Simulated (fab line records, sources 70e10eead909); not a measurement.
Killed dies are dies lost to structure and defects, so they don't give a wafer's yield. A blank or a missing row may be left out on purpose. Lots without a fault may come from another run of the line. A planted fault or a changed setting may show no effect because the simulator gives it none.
Which tool did it? | flow nand_harc | 12 lots, 36 wafers sampled, at 5 steps of a route of 1302

WHAT THE GAUGES READ, wafer by wafer
NHARC_A_M0_CD_MEAS_09: target cd 80 nm.
lot  | measured     | on        | cd_nm (nm)
L075 | day 23 07:30 | cd_sem-01 | 77.4 77.0 78.3
L078 | day 24 01:25 | cd_sem-02 | 80.5 79.0 79.4
L080 | day 25 05:56 | cd_sem-03 | 79.8 80.4 80.2
L081 | day 25 19:38 | cd_sem-01 | 79.6 80.4 79.7
L083 | day 26 06:04 | cd_sem-01 | 79.2 78.3 80.0
L085 | day 27 03:43 | cd_sem-03 | 79.8 79.3 78.0
L087 | day 27 16:26 | cd_sem-02 | 79.0 79.0 79.9
L089 | day 28 13:44 | cd_sem-01 | 80.1 80.9 81.8
L091 | day 29 12:52 | cd_sem-01 | 79.7 79.8 79.2
L093 | day 30 15:53 | cd_sem-02 | 80.5 78.8 79.6
L095 | day 31 11:58 | cd_sem-02 | 80.3 79.7 80.6
L097 | day 32 03:01 | cd_sem-03 | 79.9 79.4 80.5

WHICH TOOL RAN EACH LOT (tool, then ch and the chambers of the sampled wafers, then the start)
lot  | NHARC_A_CONTACT_ETCH_131             | NHARC_A_CONTACT_ETCH_136             | NHARC_A_BLC_DEGAS_30         | NHARC_A_BLC_ALD_23
L075 | har_cap_etch-02 ch 0,1, day 22 13:53 | har_cap_etch-02 ch 0,1, day 22 22:56 | pvd_sputter-01, day 23 05:19 | ald_metal-04 ch 0,2,3, day 23 05:34
L078 | har_cap_etch-03 ch 0,1, day 23 09:58 | har_cap_etch-02 ch 1, day 23 16:28   | pvd_sputter-03, day 23 23:02 | ald_metal-02 ch 0,2,3, day 23 23:17
L080 | har_cap_etch-03 ch 0,1, day 24 10:50 | har_cap_etch-03 ch 0,1, day 24 20:32 | pvd_sputter-01, day 25 03:45 | ald_metal-04 ch 0,3, day 25 04:00
L081 | har_cap_etch-03 ch 1, day 25 03:25   | har_cap_etch-02 ch 0,1, day 25 11:20 | pvd_sputter-01, day 25 17:28 | ald_metal-02 ch 0,2,3, day 25 17:44
L083 | har_cap_etch-03 ch 0,1, day 25 12:17 | har_cap_etch-01 ch 0,1, day 25 21:35 | pvd_sputter-02, day 26 03:47 | ald_metal-02 ch 0,1, day 26 04:02
L085 | har_cap_etch-01 ch 0,1, day 26 08:46 | har_cap_etch-01 ch 0,1, day 26 19:25 | pvd_sputter-01, day 27 01:33 | ald_metal-02 ch 1,2,3, day 27 01:50
L087 | har_cap_etch-03 ch 0,1, day 26 23:43 | har_cap_etch-03 ch 0,1, day 27 07:55 | pvd_sputter-02, day 27 14:10 | ald_metal-04 ch 1,3, day 27 14:24
L089 | har_cap_etch-02 ch 0,1, day 27 20:50 | har_cap_etch-02 ch 0,1, day 28 05:04 | pvd_sputter-03, day 28 11:36 | ald_metal-01 ch 1,2,3, day 28 11:52
L091 | har_cap_etch-02 ch 0,1, day 28 18:49 | har_cap_etch-01 ch 0,1, day 29 04:12 | pvd_sputter-01, day 29 10:35 | ald_metal-02 ch 1,2, day 29 10:48
L093 | har_cap_etch-02 ch 0,1, day 30 00:06 | har_cap_etch-03 ch 0,1, day 30 07:24 | pvd_sputter-01, day 30 13:43 | ald_metal-02 ch 1,2,3, day 30 13:58
L095 | har_cap_etch-03 ch 0,1, day 30 18:40 | har_cap_etch-01 ch 0,1, day 31 03:23 | pvd_sputter-03, day 31 09:49 | ald_metal-04 ch 1,2,3, day 31 10:05
L097 | har_cap_etch-02 ch 0,1, day 31 10:50 | har_cap_etch-03 ch 0,1, day 31 18:37 | pvd_sputter-03, day 32 00:50 | ald_metal-01 ch 0,1, day 32 01:05
- NHARC_A_CONTACT_ETCH_131: etches the open film in C4F8/O2/Ar, time 197 s, target depth 1918 nm.
- NHARC_A_CONTACT_ETCH_136: etches the open film in C4F8/O2/Ar, time 311 s, target depth 1912 nm.
- NHARC_A_BLC_DEGAS_30: time 60 s.
- NHARC_A_BLC_ALD_23: deposits TiN, target thk 3 nm, pulse time 1 s, ald cycles 150.

THE ANSWER, worked out from the rows above alone
Rule: what is usual is taken from the lots themselves. Put in order of their means at a reading, lots are off if they are a third of the lots or fewer, leave a main group of 4 or more, and stand apart from it by a gap of 3 or more times the standard deviation of the main group's means; of several such gaps the widest counts. A main group whose means are all the same, to the digits that the tables above print for the reading, isn't used. A lot without any number at a reading at which 4 lots or more have one is off too. The other lots that the step has rows for count as sound.
No lot is off at any reading shown: from this, nothing can be told.

WHAT THE SIMULATOR HAD PUT IN
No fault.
